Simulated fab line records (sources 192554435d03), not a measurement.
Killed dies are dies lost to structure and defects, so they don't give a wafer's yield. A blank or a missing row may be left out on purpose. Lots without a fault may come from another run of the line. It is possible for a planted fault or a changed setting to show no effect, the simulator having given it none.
A lot that was struck, set against a sound lot	flow n5Finfet	15 steps out of a route of 1938
Sound: the wafers L655.3, L655.4, L655.5. Wafers struck: L659.2, L659.3, L659.6. The cause is named last.
For every step that has rows: the tool of each side, followed by ch and its chambers, followed by its first start. Under that, the readings that differ: sound wafers	struck wafers	difference of the means	sigmas: that difference in standard deviations of wafers without a fault.
alike: words and numbers the same on both sides, and readings whose means are apart by under 2 such deviations; not compared: readings that were withheld, readings missing a value for some wafer, numbers with overlapping values and no deviation given by the record, and bounds like >300 which may hide the same value.
Wherever a step has rows on one side only, a row that says differs or no value, or a row with sigmas, the two part there. Numbers that have no deviation but don't overlap get no sigmas and don't part them. A reading missing from all wafers of one side parts the sides only when that side holds two or more wafers.

first, 11 steps without rows for these wafers: N5_PMOS_HMC_CHANNEL_EPI_DESCUM_14 (chemistry O2, time 7.9 s); N5_PMOS_HMC_CHANNEL_EPI_ETCH_32 (etches BARC in N2/H2, stops on SiO2, target depth 85.8 nm, time 50.3 s); N5_PMOS_HMC_CHANNEL_EPI_HM_OPEN_15 (chemistry CHF3/O2, target SiO2, target depth 40.6 nm, time 20.3 s); N5_PMOS_HMC_CHANNEL_EPI_STRIP_33 (strips in N2/H2); N5_PMOS_HMC_CHANNEL_EPI_STRIP_17 (strips in SPM, time 750 s); N5_PMOS_HMC_CHANNEL_EPI_ETCH_38 (etches SiO2 in CF4, target depth 1.5 nm); N5_PMOS_HMC_CHANNEL_EPI_FIN_RECESS_16 (chemistry HBr/Cl2, target Si, target depth 54 nm, time 18 s); N5_PMOS_HMC_CHANNEL_EPI_PRECLEAN_36 (cleans in O3/DIW, time 45 s); N5_PMOS_HMC_CHANNEL_EPI_PRECLEAN_18 (cleans in DHF, time 30 s); N5_PMOS_HMC_CHANNEL_EPI_SRD_19 (time 30 s); N5_PMOS_HMC_CHANNEL_EPI_EPI_20 (deposits SiGe30, target thk 59 nm).
N5_PMOS_HMC_CHANNEL_EPI_HM_STRIP_35: strips SiO2 in dHF, material SiO2, target depth 39.6 nm, time 216 s.
  sound on wetBench-01 ch 1,4,6, day 3 19:40; struck on wetBench-01 ch 0,5,6, day 4 20:03
  no value came back on the struck wafers for bathHeatDutyPct (%), runLengthS (s); on the sound wafers bathHeatDutyPct (%) reads 6.9 5.4 6.3
reading	sound	struck	difference	sigmas
model.SiO2_of_PMOS_HMC_CHANNEL_EPI_HM_DEP_34.thkNm (nm)	0 0 0	23.73 24.35 24.64	+24.24	
then, 1 step without rows for these wafers: N5_PMOS_HMC_CHANNEL_EPI_SRD_39 (time 30 s).
N5_BEOL_M4_RC_MEAS_101:
  the record has rows for the sound wafers here (prober-01 ch 0, day 9 17:28) and none for the struck ones
-- a jump in the record: the struck wafers' starts before and after are 10 days apart (it breaks off in module BEOL_M4 and resumes in module PASSIVATION, where the first step shown is number 1936 of the route) --
N5_PASSIVATION_PROBE_49:
  only the struck wafers here have rows in the record (prober-02, day 14 22:28); the sound ones have none

## WHERE THEY PART
At N5_PMOS_HMC_CHANNEL_EPI_HM_STRIP_35 first; at N5_PASSIVATION_PROBE_49 last (within this record only).

WHY: whatever the simulator had introduced
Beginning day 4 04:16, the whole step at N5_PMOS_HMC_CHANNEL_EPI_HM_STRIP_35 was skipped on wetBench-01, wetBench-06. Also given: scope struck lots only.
